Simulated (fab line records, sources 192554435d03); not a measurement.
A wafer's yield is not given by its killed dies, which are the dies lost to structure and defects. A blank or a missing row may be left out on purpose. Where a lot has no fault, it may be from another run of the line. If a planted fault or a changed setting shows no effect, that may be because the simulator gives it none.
Matching of chambers    flow n5_finfet    3 sister chambers for N5_BEOL_M10_ILD_DEP_00 on pecvd-01
The step deposits SiCOH lowk from DEMS/porogen, target thk 308.51 nm, time 58 s. 24 wafers are shown with their chamber, then 12 later ones without.

== WAFERS WITH THEIR CHAMBER ==
wafer   chamber  throttle_valve_pct (%)  heater_power_w (W)  showerhead_plenum_p_Torr (Torr)
L076.3  0        13.3                    444                 5.743
L076.4  1        15.5                    328                 5.752
L076.6  2        13.1                    337                 5.723
L075.1  1        15.7                    334                 5.765
L075.2  2        12.9                    354                 5.733
L075.6  0        13.3                    409                 5.741
L078.1  1        15.6                    310                 5.753
L078.4  2        13.1                    358                 5.737
L078.6  1        15.7                    317                 5.766
L079.4  0        13.0                    452                 5.752
L079.5  1        16.0                    317                 5.762
L079.6  2        12.9                    385                 5.731
L082.1  2        13.0                    339                 5.723
L082.2  0        13.3                    397                 5.756
L082.3  1        15.8                    333                 5.775
L085.1  2        12.7                    371                 5.739
L085.4  0        13.2                    437                 5.752
L085.6  1        15.7                    316                 5.753
L087.3  2        13.0                    369                 5.709
L087.5  2        13.1                    368                 5.730
L087.6  1        15.9                    305                 5.763
L088.3  0        13.0                    422                 5.743
L088.5  2        12.9                    385                 5.720
L088.6  0        13.3                    423                 5.760

SIGNATURES, as means of the wafers listed above
reading                   chamber 0  chamber 1  chamber 2  scatter within a chamber
throttle_valve_pct        13.200     15.738     12.967     0.145
heater_power_w            426.29     320.00     362.89     16.2
showerhead_plenum_p_Torr  5.74957    5.76112    5.72722    0.0084
Rule: a wafer's distance from a chamber is the root of the sum, over the readings, of the square of ((its reading less the chamber's mean) divided by the reading's scatter). The wafer belongs to the nearest chamber; if the next one is less than 2 further off, it can't be placed. The scatter: take each reading less its chamber's mean, square it, sum over the shown wafers, divide by the number of wafers less the number of chambers, and take the root.

== WAFERS MISSING THEIR CHAMBER ==
wafer   throttle_valve_pct (%)  heater_power_w (W)  showerhead_plenum_p_Torr (Torr)
L090.2  15.9                    331                 5.757
L090.4  13.0                    428                 5.746
L090.6  13.3                    374                 5.741
L091.1  12.8                    433                 5.740
L091.2  16.0                    335                 5.750
L091.4  15.8                    341                 5.763
L093.1  13.3                    427                 5.745
L093.2  15.8                    318                 5.760
L093.4  15.7                    326                 5.757
L095.1  13.1                    411                 5.725
L095.2  15.9                    338                 5.750
L095.3  12.9                    344                 5.712

== WHICH CHAMBER EACH WENT THROUGH ==
wafer   from the rows above      in truth
L090.2  1                        1
L090.4  0                        0
L090.6  can't be placed: 2 or 0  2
L091.1  can't be placed: 0 or 2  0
L091.2  1                        1
L091.4  1                        1
L093.1  0                        0
L093.2  1                        1
L093.4  1                        1
L095.1  can't be placed: 2 or 0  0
L095.2  1                        1
L095.3  2                        2
Correctly placed: 9 of 12. From these rows, 3 cannot be placed; in 3 the true chamber is one of the candidates. Wrongly placed: 0.
